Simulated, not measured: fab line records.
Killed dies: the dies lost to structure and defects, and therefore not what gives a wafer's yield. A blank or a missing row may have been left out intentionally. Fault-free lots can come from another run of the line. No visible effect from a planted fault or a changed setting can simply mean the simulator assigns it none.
One fault through the eyes of 3 desks    flow n5-finfet    each desk has only its own numbers; what lay behind them comes last

== THE DEFECT DESK ==
Inspection counts along the route, by lot: the mean over sampled wafers that carry a number. The brackets show how far a lot's mean lies from the usual mean; more than 4 standard deviations puts the lot out of limits, marked OUT.
Columns: A = raw-defect-count at N5_BEOL_M4_INSPECT_59, usual 78; B = raw-defect-count at N5_BEOL_M5_INSPECT_13, usual 465; C = raw-defect-count at N5_BEOL_M5_INSPECT_30, usual 461
lot   first seen here  A               B    C
L676  day 8 17:41      116             513  513
L675  day 8 20:28      87              501  493
L681  day 10 00:32     94              465  498
L682  day 11 03:56     68              362  353
L685  day 11 11:36     68              486  510
L683  day 11 16:34     69              398  447
L686  day 11 19:52     89              427  424
L691  day 13 00:00     223 (+6.3) OUT  621  633
L692  day 13 05:34     223 (+6.3) OUT  657  608
This desk's verdict: out of limits on L691, L692, starting with L691 at day 13 00:00 (raw-defect-count at N5_BEOL_M4_INSPECT_59). L676, L675, L681, L682, L685, L683, L686 stayed within limits.

== DESK OF THE TOOL OWNER: cvd-co-02 ==
The tool's own readings at N5_BEOL_M4_PRE_CLEAN_60 (time 15 s): means of the sampled wafers that have a number, for each lot that ran on this tool. The brackets show how far a lot's mean lies from the usual mean; more than 4 standard deviations puts the lot out of limits, marked OUT.
Columns: A = heater-power-w at N5_BEOL_M4_PRE_CLEAN_60, usual 83 W
lot   first seen here  A
L681  day 10 00:16     81
L683  day 11 16:19     88
L686  day 11 19:37     88
L691  day 12 23:45     87
L692  day 13 05:19     80
This desk's finding: nothing out of limits on any of the 5 lots.

== METROLOGY DESK ==
Lot by lot, what the gauges showed, no matter which tool ran the lot: averages of those sampled wafers that carry a number. The brackets show how far a lot's mean lies from the usual mean; more than 4 standard deviations puts the lot out of limits, marked OUT. Shown here are 7 of its 10 readings, the ones lying furthest out on some lot.
Columns: A = DIBL_N at N5_BEOL_M4_RC_MEAS_101, usual 36.4 mV/V; B = DIBL_P at N5_BEOL_M4_RC_MEAS_101, usual 36.2 mV/V; C = IOFF_P at N5_BEOL_M4_RC_MEAS_101, usual 0.21 nA/um; D = ION_P at N5_BEOL_M4_RC_MEAS_101, usual 459 uA/um; E = SS_N at N5_BEOL_M4_RC_MEAS_101, usual 71.5 mV/dec; F = VT_N at N5_BEOL_M4_RC_MEAS_101, usual 250 mV; G = VT_P at N5_BEOL_M4_RC_MEAS_101, usual -250 mV
lot   first seen here  A     B     C     D    E     F    G
L676  day 8 17:43      35.3  34.3  0.19  455  71.3  252  -251
L675  day 8 20:48      36.3  37.4  0.20  455  71.3  250  -252
L681  day 10 00:43     36.8  37.6  0.26  470  71.8  246  -247
L682  day 11 03:57     36.0  35.0  0.17  445  71.5  254  -258
L685  day 11 11:47     37.1  36.2  0.19  455  71.9  251  -254
L683  day 11 16:36     35.2  36.1  0.17  452  72.0  251  -254
L686  day 11 20:03     35.7  35.7  0.19  455  70.9  253  -253
L691  day 13 00:02     33.8  34.4  0.18  460  70.4  251  -250
L692  day 13 05:35     35.7  35.8  0.20  456  71.9  254  -253
This desk's finding: nothing out of limits on any of the 9 lots.

== BROUGHT TOGETHER ==
The defect desk could have raised an alarm at day 13 00:00, on L691, L692.
The tool owner's desk saw nothing out of limits.
The metrology desk saw nothing out of limits.
The tool owner's desk has L691, L692 on record, within its limits.
The metrology desk holds a record of L691, L692, inside its limits.
The lots listed all ran N5_BEOL_M4_PRE_CLEAN_60 on cvd-co-02.

== WHAT HAD BEEN PUT IN BY THE SIMULATOR ==
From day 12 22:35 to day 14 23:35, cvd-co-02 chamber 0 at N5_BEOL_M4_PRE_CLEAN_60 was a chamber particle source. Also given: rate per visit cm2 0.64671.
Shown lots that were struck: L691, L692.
Hours from the fault's start to each desk's first reading out of limits: the defect desk, 1.
